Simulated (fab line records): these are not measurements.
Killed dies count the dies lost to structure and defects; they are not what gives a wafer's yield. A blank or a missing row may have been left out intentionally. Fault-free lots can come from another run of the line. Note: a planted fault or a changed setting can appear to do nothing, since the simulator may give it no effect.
Which of the tools did it? -- flow nand harc -- 24 lots, 72 wafers sampled, at 5 steps of a route of 1159

WHAT THE GAUGES SHOWED, per wafer
NHARC_P_M2_CD_MEAS_16.
lot,measured,on,cd nm (nm)
L074,day 6 14:23,cd sem-03,171.3 169.5 169.3
L075,day 6 15:05,cd sem-03,169.8 170.4 169.7
L077,day 6 17:40,cd sem-03,167.8 169.6 169.6
L076,day 6 19:45,cd sem-01,169.8 169.7 169.8
L078,day 7 05:28,cd sem-03,169.9 171.1 169.8
L079,day 7 09:10,cd sem-03,170.1 170.1 170.0
L080,day 7 21:49,cd sem-03,170.7 169.4 169.1
L081,day 8 03:38,cd sem-03,169.6 169.9 171.0
L082,day 8 03:41,cd sem-02,168.8 169.6 168.2
L083,day 8 10:48,cd sem-01,168.9 169.5 169.0
L084,day 8 11:59,cd sem-01,169.4 169.2 169.5
L086,day 9 07:56,cd sem-01,169.7 170.1 169.4
L088,day 9 08:17,cd sem-01,169.6 169.2 168.8
L085,day 9 09:27,cd sem-02,170.8 169.4 170.2
L087,day 9 15:58,cd sem-03,170.0 169.8 169.2
L089,day 10 05:13,cd sem-02,169.4 171.0 169.8
L090,day 10 08:13,cd sem-01,170.5 171.3 170.3
L091,day 10 12:22,cd sem-02,170.9 171.0 169.8
L092,day 10 15:10,cd sem-02,171.4 170.4 170.5
L093,day 10 18:23,cd sem-03,171.4 171.1 170.1
L094,day 11 03:29,cd sem-03,170.3 171.4 169.9
L095,day 11 05:22,cd sem-02,169.0 171.3 169.8
L096,day 11 13:17,cd sem-01,170.5 170.8 170.8
L097,day 11 22:38,cd sem-01,170.3 168.8 171.0

TOOL THAT RAN EACH LOT (tool first, then ch and the chambers of the sampled wafers, then the start)
lot,NHARC_P_GATE_DESCUM_61,NHARC_P_GATE_RTA_80,NHARC_P_CONTACT_CMP_01,NHARC_P_M1_PVD_21
L074,"rie diel-09 ch 0,1, day 5 12:38","rtp anneal-01 ch 0, day 5 16:31","cmp-01 ch 0,1,3, day 5 17:59","pvd sputter-01, day 6 14:23 or earlier"
L075,"rie diel-13 ch 1,3, day 5 14:21","rtp anneal-01 ch 0, day 5 18:22","cmp-01 ch 0,2, day 5 20:01","pvd sputter-02, day 6 15:05 or earlier"
L077,"rie diel-06 ch 0,2,3, day 5 22:08","rtp anneal-01 ch 0, day 6 02:09","cmp-03 ch 0,1,3, day 6 03:37","pvd sputter-03, day 6 17:40 or earlier"
L076,"rie diel-06 ch 0,1,2, day 6 00:48","rtp anneal-01 ch 0, day 6 04:37","cmp-01 ch 1,2,3, day 6 06:03","pvd sputter-02, day 6 19:45 or earlier"
L078,"rie diel-06 ch 0,1,3, day 6 05:07","rtp anneal-02 ch 0, day 6 09:05","cmp-03 ch 0,2,3, day 6 10:31","pvd sputter-03, day 7 05:28 or earlier"
L079,"rie diel-06 ch 0,1,3, day 6 14:04","rtp anneal-02 ch 0, day 6 18:04","cmp-01 ch 0,1,2, day 6 19:32","pvd sputter-01, day 7 09:10 or earlier"
L080,"rie diel-13 ch 0,1,2, day 7 02:07","rtp anneal-02 ch 0, day 7 06:05","cmp-03 ch 0,2,3, day 7 07:32","pvd sputter-03, day 7 21:49 or earlier"
L081,"rie diel-09 ch 0,1,3, day 7 05:48","rtp anneal-01 ch 0, day 7 09:40","cmp-01 ch 0,1, day 7 11:03","pvd sputter-02, day 8 03:38 or earlier"
L082,"rie diel-09 ch 0,2,3, day 7 06:19","rtp anneal-02 ch 0, day 7 10:22","cmp-01 ch 0,1,2, day 7 11:47","pvd sputter-01, day 8 03:41 or earlier"
L083,"rie diel-06 ch 0,1,3, day 7 14:08","rtp anneal-02 ch 0, day 7 18:34","cmp-04 ch 0,1,3, day 7 20:05","pvd sputter-01, day 8 10:48 or earlier"
L084,"rie diel-06 ch 0,1,2, day 7 14:46","rtp anneal-01 ch 0, day 7 18:54","cmp-04 ch 1,3, day 7 20:18","pvd sputter-02, day 8 11:59 or earlier"
L086,"rie diel-06 ch 0,1, day 8 11:46","rtp anneal-01 ch 0, day 8 15:48","cmp-04 ch 1,3, day 8 17:14","pvd sputter-01, day 9 07:56 or earlier"
L088,"rie diel-06 ch 0,1, day 8 12:38","rtp anneal-01 ch 0, day 8 16:38","cmp-03 ch 0,3, day 8 18:05","pvd sputter-03, day 9 08:17 or earlier"
L085,"rie diel-06 ch 0,1, day 8 12:55","rtp anneal-02 ch 0, day 8 17:29","cmp-01 ch 0,1,3, day 8 18:55","pvd sputter-03, day 9 09:27 or earlier"
L087,"rie diel-06 ch 0,1,3, day 8 18:17","rtp anneal-01 ch 0, day 8 22:27","cmp-04 ch 1,2,3, day 8 23:53","pvd sputter-01, day 9 15:58 or earlier"
L089,"rie diel-06 ch 1,3, day 9 02:45","rtp anneal-02 ch 0, day 9 06:46","cmp-01 ch 0,1, day 9 08:26","pvd sputter-03, day 10 05:13 or earlier"
L090,"rie diel-06 ch 1,2, day 9 03:05","rtp anneal-01 ch 0, day 9 07:21","cmp-03 ch 1,3, day 9 08:44","pvd sputter-01, day 10 08:13 or earlier"
L091,"rie diel-09 ch 1,3, day 9 15:04","rtp anneal-02 ch 0, day 9 18:53","cmp-01 ch 1,2, day 9 20:19","pvd sputter-01, day 10 12:22 or earlier"
L092,"rie diel-06 ch 0,1,3, day 9 20:10","rtp anneal-01 ch 0, day 9 23:59","cmp-01 ch 0,1,2, day 10 01:29","pvd sputter-01, day 10 15:10 or earlier"
L093,"rie diel-06 ch 1,2, day 9 22:13","rtp anneal-01 ch 0, day 10 02:20","cmp-04 ch 0,1,3, day 10 03:47","pvd sputter-02, day 10 18:23 or earlier"
L094,"rie diel-06 ch 1,2,3, day 10 08:08","rtp anneal-01 ch 0, day 10 12:11","cmp-04 ch 1,2, day 10 13:34","pvd sputter-02, day 11 03:29 or earlier"
L095,"rie diel-06 ch 1,2, day 10 08:45","rtp anneal-02 ch 0, day 10 12:45","cmp-03 ch 0,2, day 10 14:13","pvd sputter-03, day 11 05:22 or earlier"
L096,"rie diel-06 ch 0,2,3, day 10 18:28","rtp anneal-02 ch 0, day 10 22:18","cmp-01 ch 0,1,3, day 10 23:50","pvd sputter-02, day 11 13:17 or earlier"
L097,"rie diel-06 ch 1,2,3, day 11 01:04","rtp anneal-01 ch 0, day 11 05:10","cmp-01 ch 1,2,3, day 11 06:35","pvd sputter-01, day 11 22:38 or earlier"
- NHARC_P_GATE_DESCUM_61: chemistry O2, time 3 s.
- NHARC_P_GATE_RTA_80: time 30 s.
- NHARC_P_CONTACT_CMP_01: polishes SiO2, target thk 200 nm.
- NHARC_P_M1_PVD_21: deposits Cu, target thk 30 nm, time 20.49 s.

WHAT THE TOOLS THEMSELVES READ (means of the sampled wafers that have a number; where no wafer has one, the mark that the record gives instead)
NHARC_P_GATE_DESCUM_61.
lot,tool,drypump motor current A (A),oes product au (a.u.),rf vpp V (V),showerhead plenum p Torr (Torr),throttle valve pct (%)
L074,rie diel-09,5.7,1.000,58.8,2.00,11.316
L075,rie diel-13,5.5,1.010,58.2,2.00,11.314
L077,rie diel-06,5.6,1.005,57.8,1.91,11.309
L076,rie diel-06,5.5,1.004,57.8,1.95,11.315
L078,rie diel-06,5.7,1.008,57.1,1.88,11.308
L079,rie diel-06,5.7,1.006,58.2,1.88,11.323
L080,rie diel-13,6.1,0.999,58.7,1.92,11.305
L081,rie diel-09,5.4,0.997,58.6,1.99,11.305
L082,rie diel-09,5.4,0.988,57.8,1.98,11.316
L083,rie diel-06,5.7,1.006,57.9,1.88,11.307
L084,rie diel-06,5.6,1.007,57.7,1.94,11.309
L086,rie diel-06,5.6,0.996,57.7,1.92,11.311
L088,rie diel-06,5.3,0.999,58.0,1.87,11.313
L085,rie diel-06,5.3,1.009,58.3,1.87,11.311
L087,rie diel-06,5.8,0.998,58.2,1.88,11.321
L089,rie diel-06,6.2,0.991,58.2,1.89,11.307
L090,rie diel-06,5.8,0.992,57.3,2.01,11.307
L091,rie diel-09,5.1,0.991,58.3,1.96,11.321
L092,rie diel-06,5.7,0.995,57.5,1.88,11.297
L093,rie diel-06,5.9,1.002,58.7,2.01,11.312
L094,rie diel-06,6.1,0.998,58.5,1.95,11.316
L095,rie diel-06,5.8,1.007,58.1,2.01,11.316
L096,rie diel-06,5.7,1.007,56.9,1.90,11.309
L097,rie diel-06,6.0,1.005,58.5,1.95,11.307

NHARC_P_GATE_RTA_80.
lot,tool,wafer_temp_C_max
L074,rtp anneal-01,301.5
L075,rtp anneal-01,301.2
L077,rtp anneal-01,301.2
L076,rtp anneal-01,301.3
L078,rtp anneal-02,302.0
L079,rtp anneal-02,302.0
L080,rtp anneal-02,302.1
L081,rtp anneal-01,301.3
L082,rtp anneal-02,301.8
L083,rtp anneal-02,301.8
L084,rtp anneal-01,301.1
L086,rtp anneal-01,301.2
L088,rtp anneal-01,301.4
L085,rtp anneal-02,301.9
L087,rtp anneal-01,301.3
L089,rtp anneal-02,301.9
L090,rtp anneal-01,301.2
L091,rtp anneal-02,302.1
L092,rtp anneal-01,301.4
L093,rtp anneal-01,301.1
L094,rtp anneal-01,301.2
L095,rtp anneal-02,302.1
L096,rtp anneal-02,301.8
L097,rtp anneal-01,301.2

NHARC_P_CONTACT_CMP_01.
lot,tool,motor current A (A)
L074,cmp-01,12.1
L075,cmp-01,12.8
L077,cmp-03,11.4
L076,cmp-01,11.8
L078,cmp-03,12.0
L079,cmp-01,12.4
L080,cmp-03,11.5
L081,cmp-01,11.8
L082,cmp-01,12.0
L083,cmp-04,12.8
L084,cmp-04,12.4
L086,cmp-04,12.7
L088,cmp-03,10.8
L085,cmp-01,12.0
L087,cmp-04,12.1
L089,cmp-01,12.1
L090,cmp-03,12.2
L091,cmp-01,12.4
L092,cmp-01,12.4
L093,cmp-04,12.0
L094,cmp-04,11.5
L095,cmp-03,12.3
L096,cmp-01,11.5
L097,cmp-01,11.8

NHARC_P_M1_PVD_21.
lot,tool,chamber pressure pa (Pa),throttle valve pct (%)
L074,pvd sputter-01,5.007,30.5
L075,pvd sputter-02,4.996,29.9
L077,pvd sputter-03,5.006,29.6
L076,pvd sputter-02,4.991,30.1
L078,pvd sputter-03,5.006,29.6
L079,pvd sputter-01,5.010,29.9
L080,pvd sputter-03,5.015,29.5
L081,pvd sputter-02,4.998,31.0
L082,pvd sputter-01,5.011,29.8
L083,pvd sputter-01,4.991,29.2
L084,pvd sputter-02,5.002,30.0
L086,pvd sputter-01,4.988,29.2
L088,pvd sputter-03,5.004,29.9
L085,pvd sputter-03,4.993,29.6
L087,pvd sputter-01,5.003,29.5
L089,pvd sputter-03,5.005,29.6
L090,pvd sputter-01,4.976,29.5
L091,pvd sputter-01,4.987,29.4
L092,pvd sputter-01,4.993,29.5
L093,pvd sputter-02,5.006,30.0
L094,pvd sputter-02,5.004,29.3
L095,pvd sputter-03,5.000,29.9
L096,pvd sputter-02,5.006,29.8
L097,pvd sputter-01,5.009,28.8

THE ANSWER, worked out from the rows above alone
Rule: usual is defined by the lots themselves. Put in order of their means at a reading, lots are off if they are a third of the lots or fewer, leave a main group of 4 or more, and stand apart from it by a gap of 3 or more times the standard deviation of the main group's means; of several such gaps the widest counts. If all means in a main group match to the digits the tables above print for the reading, that group is not used. Also off: a lot with no number at a reading for which 4 or more lots have one. Any other lot the step has rows for is counted as sound. The gauges are gone through in route order, then the tools' own readings, and for those a lot's mean is taken as printed above. The first step at which some lot is off is used, and at that step the reading that is off furthest; a lot without a number counts as furthest.
None of the lots is off at any reading shown; this tells nothing.

WHAT THE SIMULATOR HAD INSERTED
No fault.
